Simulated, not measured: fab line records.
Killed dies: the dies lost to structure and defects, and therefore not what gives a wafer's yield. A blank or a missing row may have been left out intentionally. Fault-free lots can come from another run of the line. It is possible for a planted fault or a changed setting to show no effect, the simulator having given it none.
fab line records	flow n5Finfet
record lots=5	wafers=15	lastDay=18
route steps=1938 shown PMOS_HMC_CHANNEL_EPI@82 FIN_SAQP@90 FIN_CUT@174
lots untouched by any fault: they come from a run of this same line in which no faults occurred
startH: hours from the record's first day to the start of the lot's first wafer shown	waitH: time in hours since the lot's previous step	" the same as in the row above	L1.1+2: a single row standing in for several wafers	- no value present, or no start provided	* or withheld: withheld	< > ~ a bound
route shown NAME@n: names a module that has steps shown in the file, with the first one's number in the route	usual: mean/standard deviation taken from wafers without a fault	same: alike in all rows	chamber/n: place in a boat	sites: the reading at each site	_std_site: the standard deviation of these	_edge_site: inner sites' mean taken away from outer sites' mean	radiusMm: for every site, how far away it sits from the centre of the wafer	mask NAME#n: copy n	behind: the last tool/chamber to shape the wafer	hold: reason for holding the lot/hours on hold/outcome of the hold	device: the n, p or np transistor that did not switch	end of line: the same wafers' tests at the end of the route	a step with no rows: only its recipe	killed: count of dies lost to structure and defects at first sort (not the wafer's yield)	map: per-die view of a wafer (x killed, . not killed, _ where there is no die)
set.NAME: the setting that was run; set.NAME@STEP: the one run at that earlier step	model.NAME: the simulator's own value behind a step, which no gauge read
a table for each step, a row for each wafer; lots at some steps of the route
services: a tool's chamber out of use, with start hour (startH, from the record's first day; less than 0 if before it), hours out, and reason
## steps
# step N5_PMOS_HMC_CHANNEL_EPI_THK_MEAS_22
# recipe reads=SiGe30_of_PMOS_HMC_CHANNEL_EPI_EPI_20
# usual HMC_CMP_THK=54.2/0.82
lot.wafer	tool	chamber	startH	waitH	HMC_CMP_THK[nm]
L792.1	filmMetro-01	-	31.47	-	55.1
L792.5	"	-	"	"	55.0
L792.6	"	-	"	"	54.1
L795.2	filmMetro-02	-	50.16	-	54.4
L795.4	"	-	"	"	53.1
L795.5	"	-	"	"	54.1
L800.1	filmMetro-02	-	79.68	-	53.4
L800.4	"	-	"	"	55.2
L800.5	"	-	"	"	54.7
L809.1	filmMetro-01	-	134.00	-	55.8
L809.2	"	-	"	"	54.4
L809.5	"	-	"	"	56.1
L813.1	filmMetro-01	-	157.35	-	53.2
L813.2	"	-	"	"	54.5
L813.4	"	-	"	"	53.8
# step N5_PMOS_HMC_CHANNEL_EPI_PRECLEAN_40
# recipe chemistry=DHF	timeS=30	tempC=25	dilution=withheld
# step N5_PMOS_HMC_CHANNEL_EPI_PRECLEAN_37
# recipe chemistry=O3/DIW	timeS=45	tempC=22	o3Ppm=10
# step N5_PMOS_HMC_CHANNEL_EPI_PRECLEAN_24
# recipe chemistry=DHF	timeS=30	tempC=25	dilution=withheld
# step N5_PMOS_HMC_CHANNEL_EPI_SRD_25
# recipe dry=ipaMarangoni	doPpb=5	timeS=30	tempC=23	rinseLiquid=diw
# step N5_PMOS_HMC_CHANNEL_EPI_EPI_26
# recipe material=Si	targetThkA=38	tempC=650	precursor=SiH4/H2	pressureTorr=20	timeS=22.7
# usual lampInnerPct=13.4/1.2	throttleValvePct=11.36/0.14
lot.wafer	tool	chamber	startH	waitH	lampInnerPct	throttleValvePct
L792.1	epiRpcvd-04	0	31.58	0.0	11.9	11.28
L792.5	"	0	"	"	11.9	11.42
L792.6	"	0	"	"	11.9	11.36
L795.2	epiRpcvd-04	0	50.32	0.1	11.8	11.52
L795.4	"	0	"	"	11.9	11.28
L795.5	"	0	"	"	11.8	11.28
L800.1	epiRpcvd-01	0	79.79	0.0	14.5	11.43
L800.4	"	0	"	"	14.7	11.41
L800.5	"	0	"	"	14.4	11.43
L809.1	epiRpcvd-04	0	134.10	0.0	11.9	11.51
L809.2	"	0	"	"	11.8	11.50
L809.5	"	0	"	"	11.9	11.28
L813.1	epiRpcvd-04	0	157.46	0.0	11.9	11.51
L813.2	"	0	"	"	12.0	11.40
L813.4	"	0	"	"	11.8	11.09
# step N5_PMOS_HMC_CHANNEL_EPI_INSPECT_30
# recipe inspectInstrument=darkfield	mode=postEpi
# usual rawDefectCount=17/6
lot.wafer	tool	chamber	startH	waitH	rawDefectCount
L792.1	defectInspect-02	-	31.95	0.0	31
L792.5	"	-	"	"	19
L792.6	"	-	"	"	17
L795.2	defectInspect-02	-	50.64	0.0	31
L795.4	"	-	"	"	14
L795.5	"	-	"	"	21
L800.1	defectInspect-01	-	80.16	0.0	15
L800.4	"	-	"	"	7
L800.5	"	-	"	"	25
L809.1	defectInspect-01	-	134.57	0.0	11
L809.2	"	-	"	"	10
L809.5	"	-	"	"	15
L813.1	defectInspect-02	-	157.83	0.0	14
L813.2	"	-	"	"	13
L813.4	"	-	"	"	17
# step N5_FIN_SAQP_PRECLEAN_42
# recipe chemistry=O3/DIW	timeS=60	tempC=22	o3Ppm=10
# step N5_FIN_SAQP_PRECLEAN_00
# recipe chemistry=SC1	timeS=60	tempC=55	mix=1:2:50
# step N5_FIN_SAQP_PRECLEAN_44
# recipe chemistry=SC2	timeS=45	tempC=35	mix=1:1:50
# step N5_FIN_SAQP_SRD_01
# recipe dry=ipaMarangoni	timeS=30	tempC=23	rinseLiquid=diw
# step N5_FIN_SAQP_ALD_61
# recipe material=SiO2	targetThkA=40	tempC=300	aldPrecursorFamily=BDEAS	aldCoReactant=O2-plasma	pulseTimeS=1	purgeTimeS=2	coReactantPurgeTimeS=2	aldCycles=43	pressureTorr=2
# usual aldCycles=43/0	heaterPowerW=474/49	precursorPulseHeightRel=1.001/0.019
lot.wafer	tool	chamber	startH	waitH	aldCycles	heaterPowerW	precursorPulseHeightRel	model.SiO2_of_FIN_SAQP_ALD_61.thkNm
L792.1	aldSin-04	2	32.07	0.0	43	464	1.010	4.013
L792.5	"	0	"	"	43	415	1.025	4.036
L792.6	"	1	"	"	43	475	1.042	4.01
L795.2	aldSin-03	3	51.77	1.0	43	424	0.985	4.007
L795.4	"	0	"	"	43	597	1.015	3.978
L795.5	"	3	"	"	43	433	1.039	3.996
L800.1	aldSin-03	2	80.56	0.3	43	473	0.994	3.965
L800.4	"	3	"	"	43	433	0.983	3.978
L800.5	"	0	"	"	45	605	0.986	4.164
L809.1	aldSin-01	3	134.70	0.0	43	484	0.981	3.987
L809.2	"	1	"	"	43	455	0.994	3.995
L809.5	"	3	"	"	43	493	0.991	3.973
L813.1	aldSin-01	2	157.97	0.0	43	451	0.981	4.003
L813.2	"	0	"	"	43	468	0.995	3.964
L813.4	"	1	"	"	43	453	0.981	3.987
# step N5_FIN_SAQP_DENSIFY_62
# recipe tempC=700	timeS=60	ambient=N2	idleTempC=600	rampUpCPerS=150	rampDownCPerS=60	coolToC=600
# step N5_FIN_SAQP_HM_DEP_03
# recipe material=SiNx	targetThkA=380	tempC=400	precursor=SiH4/NH3/N2	pressureTorr=1.5	rfW=300	timeS=33.6
# step N5_FIN_SAQP_THK_MEAS_05
# usual thkNm=38.1/0.59
lot.wafer	tool	chamber	startH	waitH	thkNm
L792.1	filmMetro-02	-	32.58	0.1	37.7
L792.5	"	-	"	"	38.7
L792.6	"	-	"	"	38.4
L795.2	filmMetro-01	-	52.36	0.1	37.6
L795.4	"	-	"	"	38.0
L795.5	"	-	"	"	37.9
L800.1	filmMetro-01	-	81.25	0.1	37.1
L800.4	"	-	"	"	38.4
L800.5	"	-	"	"	38.5
L809.1	filmMetro-01	-	135.20	0.1	39.0
L809.2	"	-	"	"	38.7
L809.5	"	-	"	"	39.2
L813.1	filmMetro-01	-	158.48	0.1	37.2
L813.2	"	-	"	"	37.2
L813.4	"	-	"	"	38.0
# step N5_FIN_SAQP_PECVD_47
# recipe material=a-Si	targetThkA=450	tempC=400	precursor=SiH4/He	pressureTorr=3	rfW=100	timeS=36.3
# step N5_FIN_SAQP_PECVD_48
# recipe material=SiNx	targetThkA=250	tempC=400	precursor=SiH4/NH3/N2	pressureTorr=1.5	rfW=300	timeS=22.1
# step N5_FIN_SAQP_PECVD_06
# recipe material=a-Si	targetThkA=600	tempC=400	precursor=SiH4/He	pressureTorr=3	rfW=100	timeS=48.1
# step N5_FIN_SAQP_THK_MEAS_07
# usual thkNm=60.1/0.73
lot.wafer	tool	chamber	startH	waitH	thkNm
L792.1	filmMetro-01	-	32.79	0.1	60.2
L792.5	"	-	"	"	60.0
L792.6	"	-	"	"	60.7
L795.2	filmMetro-02	-	52.57	0.1	58.9
L795.4	"	-	"	"	60.4
L795.5	"	-	"	"	60.6
L800.1	filmMetro-02	-	81.46	0.1	59.8
L800.4	"	-	"	"	61.3
L800.5	"	-	"	"	61.2
L809.1	filmMetro-01	-	135.41	0.1	60.0
L809.2	"	-	"	"	59.3
L809.5	"	-	"	"	60.0
L813.1	filmMetro-02	-	158.68	0.1	60.0
L813.2	"	-	"	"	60.5
L813.4	"	-	"	"	61.1
# step N5_FIN_SAQP_HM_DEP_72
# recipe material=SiO2	targetThkA=120	tempC=400	precursor=SiH4/N2O	pressureTorr=0.75	rfW=275	timeS=7.2
# step N5_FIN_SAQP_COAT_49
# recipe resist=SOC	tempC=250	timeS=60	spinRpm=1500	resistThkNm=100
# step N5_FIN_SAQP_COAT_50
# recipe resist=SiARC	tempC=220	timeS=60	spinRpm=1500	resistThkNm=35
# step N5_FIN_SAQP_COAT_10
# recipe resist=CAR-ArF	spinRpm=1500	resistThkNm=90
# step N5_FIN_SAQP_EBR_12
# recipe solvent=PGMEA	ebrWidthMm=1.5
# step N5_FIN_SAQP_SOFTBAKE_11
# recipe tempC=110	timeS=60	resist=CAR-ArF
# step N5_FIN_SAQP_EXPOSE_13
# recipe maskId=FIN_CORE	na=1.35	sourceShape=dipole	sigmaInner=0.538	sigmaOuter=0.738	polarization=te	targetCdNm=35.6	doseMj=63.25
# step N5_FIN_SAQP_PEB_14
# recipe pebTempC=withheld	pebTimeS=60	resist=CAR-ArF
# step N5_FIN_SAQP_DEVELOP_15
# recipe developTimeS=30	developer=TMAH	resist=CAR-ArF	devTempC=23	rinseLiquid=diw	dry=airSpin
# step N5_FIN_SAQP_CD_MEAS_16
# recipe targetCdNm=35.6	landingEnergyEv=500	detector=seInlens
# usual cdNm=35.63/0.29
lot.wafer	tool	chamber	startH	waitH	cdNm
L792.1	cdSem-01	0	33.27	-	34.91
L792.5	"	0	"	"	35.81
L792.6	"	0	"	"	35.72
L795.2	cdSem-03	0	53.05	-	35.48
L795.4	"	0	"	"	35.58
L795.5	"	0	"	"	35.01
L800.1	cdSem-02	0	81.82	-	36.05
L800.4	"	0	"	"	35.40
L800.5	"	0	"	"	35.52
L809.1	cdSem-01	0	135.89	-	35.87
L809.2	"	0	"	"	35.93
L809.5	"	0	"	"	35.70
L813.1	cdSem-03	0	159.04	-	35.88
L813.2	"	0	"	"	35.83
L813.4	"	0	"	"	35.27
# step N5_FIN_SAQP_OVL_MEAS_17
# recipe pointsPerWafer=44
# usual FIN_CORE_OVL=-0.4/0.93
lot.wafer	tool	chamber	startH	waitH	FIN_CORE_OVL[nm]
L792.1	overlay-01	0	33.31	0.0	0.0
L792.5	"	0	"	"	-0.4
L792.6	"	0	"	"	-0.5
L795.2	overlay-02	0	53.10	0.0	-0.2
L795.4	"	0	"	"	-0.5
L795.5	"	0	"	"	-0.6
L800.1	overlay-02	0	81.86	0.0	0.2
L800.4	"	0	"	"	-0.8
L800.5	"	0	"	"	-1.2
L809.1	overlay-01	0	135.93	0.0	-0.6
L809.2	"	0	"	"	-0.1
L809.5	"	0	"	"	-0.1
L813.1	overlay-02	0	159.08	0.0	-2.4
L813.2	"	0	"	"	-2.7
L813.4	"	0	"	"	-1.8
# step N5_FIN_SAQP_INSPECT_18
# recipe mode=adi	inspectInstrument=brightfield
# usual rawDefectCount=364/100
lot.wafer	tool	chamber	startH	waitH	rawDefectCount
L792.1	defectInspect-01	-	33.33	0.0	435
L792.5	"	-	"	"	392
L792.6	"	-	"	"	388
L795.2	defectInspect-01	-	53.12	0.0	331
L795.4	"	-	"	"	389
L795.5	"	-	"	"	243
L800.1	defectInspect-01	-	81.88	0.0	364
L800.4	"	-	"	"	342
L800.5	"	-	"	"	244
L809.1	defectInspect-02	-	135.96	0.0	459
L809.2	"	-	"	"	418
L809.5	"	-	"	"	334
L813.1	defectInspect-01	-	159.11	0.0	305
L813.2	"	-	"	"	316
L813.4	"	-	"	"	378
# step N5_FIN_SAQP_DESCUM_21
# recipe chemistry=O2	timeS=7.9	sourcePowerW=50	biasPowerW=20	pressureMtorr=20	rfFrequencyHz=2.712e+07	tempC=40	resist=CAR-ArF	o2FlowSccm=225
# usual drypumpMotorCurrentA=5.9/0.52	oesProductAu=0.81/0.094	rfVppV=242.6/1	showerheadPlenumPTorr=2.06/0.038	throttleValvePct=20.36/0.24
lot.wafer	tool	chamber	startH	waitH	drypumpMotorCurrentA	oesProductAu	rfHoursCounterH	rfVppV	showerheadPlenumPTorr	throttleValvePct
L792.1	rieDiel-05	3	33.45	0.1	4.9	0.69	250	242.8	2.06	20.30
L792.5	"	3	"	"	4.9	0.69	-	241.9	2.06	20.32
L792.6	"	2	"	"	6.6	0.75	-	242.1	2.11	20.55
L795.2	rieDiel-05	2	53.77	0.6	6.6	0.75	158	243.7	2.11	20.59
L795.4	"	1	"	"	6.4	0.98	-	241.8	2.06	20.24
L795.5	"	2	"	"	6.6	0.75	-	243.8	2.11	20.58
L800.1	rieDiel-02	0	81.92	0.0	5.1	0.95	16	243.0	2.07	20.34
L800.4	"	0	"	"	5.0	0.94	-	244.4	2.07	20.34
L800.5	"	3	"	"	6.0	0.72	-	243.1	2.07	20.53
L809.1	rieDiel-02	1	135.99	0.0	5.5	0.89	19	243.3	2.05	19.90
L809.2	"	3	"	"	5.9	0.70	205	244.0	2.07	20.57
L809.5	"	3	"	"	5.9	0.70	-	243.6	2.07	20.56
L813.1	rieDiel-02	0	159.14	0.0	5.1	0.90	40	243.4	2.06	20.39
L813.2	"	1	"	"	5.5	0.88	28	242.7	2.05	19.91
L813.4	"	2	"	"	6.2	0.80	84	242.8	2.04	20.43
# step N5_FIN_SAQP_ETCH_51
# recipe chemistry=CF4	target=SiARC	targetDepthA=455	maskMaterial=CAR-ArF	timeS=75.8	ionEnergyEv=80	pressureMtorr=40	sourceW=545	biasW=36	Ar_flow_sccm=100	cf4FlowSccm=100	ends=cleared
# step N5_FIN_SAQP_ETCH_52
# recipe chemistry=N2/H2	target=SOC	targetDepthA=1000	overetchA=200	maskMaterial=SiARC	tempC=40	timeS=150	ionEnergyEv=200	pressureMtorr=30	sourceW=840	biasW=150	n2FlowSccm=200	h2FlowSccm=200	ends=endPoint
# usual biasW=150.0/0.49	drypumpMotorCurrentA=5.9/0.52	oesProductAu=0.72/0.08	rfVppV=522.5/1.4	showerheadPlenumPTorr=2.50/0.048	throttleValvePct=17.8/0.31
lot.wafer	tool	chamber	startH	waitH	biasW	drypumpMotorCurrentA	oesProductAu	rfHoursCounterH	rfVppV	showerheadPlenumPTorr	throttleValvePct
L792.1	rieDiel-05	3	33.54	0.0	150.4	4.9	0.62	250	520.9	2.49	17.6
L792.5	"	3	"	"	150.1	4.9	0.62	-	523.4	2.49	17.6
L792.6	"	2	"	"	150.1	6.6	0.68	-	523.7	2.55	17.9
L795.2	rieDiel-05	2	53.86	0.0	149.7	6.6	0.66	158	523.0	2.55	18.0
L795.4	"	1	"	"	150.7	6.4	0.87	-	522.8	2.48	17.4
L795.5	"	2	"	"	150.0	6.6	0.67	-	522.3	2.55	18.0
L800.1	rieDiel-02	0	82.01	0.0	150.1	5.1	0.83	16	523.1	2.51	17.8
L800.4	"	0	"	"	150.6	5.0	0.83	-	522.7	2.51	17.8
L800.5	"	3	"	"	149.9	6.0	0.65	-	523.8	2.54	18.1
L809.1	rieDiel-02	1	136.13	0.1	149.4	5.5	0.81	19	521.3	2.48	17.2
L809.2	"	3	"	"	150.1	6.0	0.63	205	523.4	2.53	18.1
L809.5	"	3	"	"	149.7	6.0	0.64	-	522.4	2.53	18.1
L813.1	rieDiel-02	0	159.23	0.0	150.2	5.0	0.79	40	524.1	2.50	17.8
L813.2	"	1	"	"	149.6	5.5	0.79	28	523.0	2.48	17.2
L813.4	"	2	"	"	149.8	6.2	0.71	84	521.8	2.47	17.8
# step N5_FIN_SAQP_STRIP_53
# recipe chemistry=N2/H2	tempC=40	n2FlowSccm=200	h2FlowSccm=200	rfFrequencyHz=6e+07
# step N5_FIN_SAQP_HM_OPEN_73
# recipe chemistry=CHF3/O2	target=SiO2	stopOn=a-Si	targetDepthA=120	overEtchFrac=1.8	maskMaterial=SOC	timeS=16.8	pressureMtorr=30	sourceW=650	biasW=170	Ar_flow_sccm=200	CHF3_flow_sccm=50	O2_flow_sccm=5	ionEnergyEv=200	ends=endPoint
# step N5_FIN_SAQP_STRIP_74
# recipe chemistry=CHF3/O2	resist=SiARC	rfFrequencyHz=6e+07
# step N5_FIN_SAQP_MANDREL_ETCH_22
# recipe targetDepthA=600	chemistry=HBr/Cl2	target=a-Si	stopOn=SiNx	btTimeS=10	overEtchFrac=0.5	timeS=30	pressureMtorr=10	icpW=800	biasW=75	HBr_flow_sccm=150	Cl2_flow_sccm=80	ends=endPoint
# usual biasW=75.02/0.22	drypumpMotorCurrentA=5.9/0.39	mfcCl2Sccm=80.01/0.22	oesProductAu=0.767/0.013	throttleValvePct=35.23/0.25
lot.wafer	tool	chamber	startH	waitH	biasW	drypumpMotorCurrentA	mfcCl2Sccm	oesProductAu	rfHoursCounterH	throttleValvePct
L792.1	rieSi-05	1	33.73	0.0	75.45	6.5	80.12	0.765	8	35.41
L792.5	"	1	"	"	74.92	6.4	80.01	0.765	-	35.41
L792.6	"	0	"	"	74.72	5.7	79.70	0.783	-	35.04
L795.2	rieSi-02	0	54.05	0.0	75.25	6.2	79.50	0.754	101	35.03
L795.4	"	3	"	"	75.23	5.6	80.22	0.751	96	35.25
L795.5	"	3	"	"	75.00	5.6	79.76	0.755	-	35.26
L800.1	rieSi-02	2	82.20	0.0	75.31	6.0	80.08	0.779	114	35.54
L800.4	"	0	"	"	74.98	6.3	80.09	0.771	102	35.01
L800.5	"	0	"	"	74.68	6.3	80.36	0.773	-	35.00
L809.1	rieSi-02	3	136.41	0.0	74.76	5.6	79.77	0.740	98	35.27
L809.2	"	0	"	"	74.91	6.3	80.13	0.760	103	35.04
L809.5	"	2	"	"	75.19	6.0	80.00	0.777	-	35.53
L813.1	rieSi-02	1	159.42	0.0	74.85	6.4	80.14	0.763	126	35.68
L813.2	"	3	"	"	75.34	5.6	80.06	0.761	98	35.27
L813.4	"	2	"	"	75.04	6.0	79.80	0.791	116	35.53
# step N5_FIN_SAQP_STRIP_55
# recipe chemistry=N2/H2	powerW=500	tempC=40	pressureMtorr=50	rfFrequencyHz=6e+07	overashFraction=0.3	biasPowerW=28	h2Frac=0.5	n2FlowSccm=300	h2FlowSccm=300
# usual drypumpMotorCurrentA=5.9/0.57	oesProductAu=0.80/0.1	powerW=500.1/1.6	rfVppV=121.5/1.3	showerheadPlenumPTorr=3.30/0.081	throttleValvePct=18.8/0.44
lot.wafer	tool	chamber	startH	waitH	drypumpMotorCurrentA	oesProductAu	powerW	rfHoursCounterH	rfVppV	showerheadPlenumPTorr	throttleValvePct
L792.1	rieDiel-02	1	33.83	0.1	5.6	0.69	499.6	236	124.0	3.30	18.5
L792.5	"	3	"	"	6.0	0.73	498.8	-	124.0	3.36	19.3
L792.6	"	1	"	"	5.5	0.70	499.8	-	122.7	3.30	18.5
L795.2	rieDiel-02	2	54.15	0.1	6.2	0.85	500.4	46	122.5	3.29	19.0
L795.4	"	3	"	"	6.0	0.73	495.6	174	124.0	3.36	19.4
L795.5	"	0	"	"	5.1	0.98	497.7	-	121.0	3.33	19.2
L800.1	rieDiel-05	2	82.39	0.1	6.6	0.74	501.6	168	121.2	3.36	19.3
L800.4	"	0	"	"	6.0	0.82	500.4	97	121.9	3.27	18.7
L800.5	"	1	"	"	6.4	0.95	497.0	-	122.0	3.28	18.2
L809.1	rieDiel-05	0	136.50	0.1	6.0	0.78	501.3	115	121.9	3.26	18.8
L809.2	"	1	"	"	6.4	0.91	501.1	36	121.9	3.27	18.3
L809.5	"	3	"	"	4.9	0.88	499.1	-	121.5	3.28	18.3
L813.1	rieDiel-02	1	159.52	0.1	5.5	0.87	502.2	28	121.0	3.28	18.1
L813.2	"	3	"	"	6.0	0.70	499.6	215	120.8	3.33	19.4
L813.4	"	0	"	"	5.0	0.89	500.3	40	120.9	3.31	19.2
# step N5_FIN_SAQP_STRIP_23
# recipe chemistry=SPM	timeS=750	tempC=130	h2so4H2o2VolRatio=4
# step N5_FIN_SAQP_SRD_66
# recipe dry=ipaMarangoni	timeS=30	tempC=23	rinseLiquid=diw
# step N5_FIN_CUT_CUT_ETCH_27
# recipe chemistry=CHF3/O2	target=SiO2	targetDepthA=40	maskMaterial=SOC	overetchA=20	timeS=4.9	pressureMtorr=30	sourceW=650	biasW=170	Ar_flow_sccm=200	CHF3_flow_sccm=50	O2_flow_sccm=5	ionEnergyEv=200
# usual biasW=170.0/0.5	drypumpMotorCurrentA=5.8/0.62	oesProductAu=0.63/0.078	rfVppV=528/11	showerheadPlenumPTorr=2.41/0.063	throttleValvePct=18.89/0.29
lot.wafer	tool	chamber	startH	waitH	biasW	drypumpMotorCurrentA	oesProductAu	rfHoursCounterH	rfVppV	showerheadPlenumPTorr	throttleValvePct	model.etch.depthNm
L792.1	rieDiel-01	1	40.01	0.0	169.8	5.2	0.59	162	513	2.39	19.02	4.013
L792.5	"	1	"	"	170.0	5.2	0.59	-	511	2.39	19.03	4.036
L792.6	"	3	"	"	168.9	6.4	0.76	-	530	2.39	18.67	4.01
L795.2	rieDiel-01	2	59.55	0.0	170.6	6.1	0.54	235	521	2.36	18.70	4.007
L795.4	"	3	"	"	170.1	6.4	0.74	16	529	2.38	18.67	3.978
L795.5	"	0	"	"	170.4	4.7	0.77	-	517	2.46	18.58	3.996
L800.1	rieDiel-01	3	87.29	0.0	170.6	6.4	0.73	25	530	2.38	18.68	3.965
L800.4	"	0	"	"	170.0	4.8	0.75	13	517	2.46	18.59	3.978
L800.5	"	3	"	"	171.0	6.4	0.75	-	530	2.38	18.69	4.164
L809.1	rieDiel-04	2	143.22	0.0	170.1	5.7	0.72	9	550	2.49	18.96	3.987
L809.2	"	3	"	"	170.4	6.6	0.59	176	533	2.30	19.10	3.995
L809.5	"	3	"	"	170.5	6.6	0.58	-	533	2.30	19.08	3.973
L813.1	rieDiel-04	2	164.81	0.0	168.9	5.7	0.71	15	550	2.49	18.97	4.003
L813.2	"	3	"	"	169.6	6.6	0.57	183	534	2.30	19.10	3.964
L813.4	"	1	"	"	169.8	6.5	0.63	100	537	2.44	18.89	3.987
## services
tool	chamber	startH	hours	kind
aldSin-03	0	8.08	2.6	repair
rieDiel-02	0	8.23	-	clean
rieDiel-02	0	8.23	-	consumableReplace:focusRing
rieDiel-02	0	8.23	25.0	scheduledDown
rieDiel-02	0	8.23	25.0	ventCycle
aldSin-01	-	9.38	4.3	pm
rieDiel-04	2	10.81	5.6	repair
aldSin-01	-	15.18	8.6	repair
rieDiel-02	1	19.15	8.3	repair
rieDiel-04	-	25.11	0.3	repair
rieDiel-02	2	28.12	8.7	repair
aldSin-04	-	31.69	0.3	repair
aldSin-03	2	32.14	6.8	repair
rieDiel-04	-	32.22	14.6	pm
rieDiel-02	3	37.87	1.7	repair
aldSin-04	0	58.68	3.3	repair
rieDiel-01	-	61.20	4.3	pm
aldSin-04	0	101.13	1.9	repair
rieDiel-02	0	126.72	16.1	repair
rieDiel-04	1	129.49	9.0	repair
rieSi-05	-	130.48	14.6	pm
rieDiel-04	0	130.52	10.4	repair
rieDiel-04	1	139.52	4.0	repair
rieDiel-05	1	162.15	36.3	repair
## key
firstSign step=N5_FIN_SAQP_ALD_61	reading=aldCycles	direction=up	sigmas=99+	usual=*	struck=*
effect none on later readings
modelEffect step=N5_FIN_SAQP_ALD_61	value=SiO2_of_FIN_SAQP_ALD_61.thkNm	without=3.978	struck=4.164
modelEffect step=N5_FIN_CUT_CUT_ETCH_27	value=etch.depthNm	without=3.978	struck=4.164
metAt N5_FIN_SAQP_ALD_61
struckWafers L800.5
testerLeftOut L800
onsetBetween 51.77 80.56
fault kind=processParameterDrift	tool=aldSin-03	chamber=-	onsetH=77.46	steps=N5_FIN_SAQP_ALD_61	channel=aldCycles	offset=*	shape=step	endH=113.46	scope=struckWafersOnly	actsIn=*	stated=*
# testerLeftOut: of these lots the tester's yield and bins aren't shown, on N5 and GAA mostly nor the transistor test; their killed dies are dies lost to structure and defects alone, not to doping, threshold or leakage, so they don't give the yield
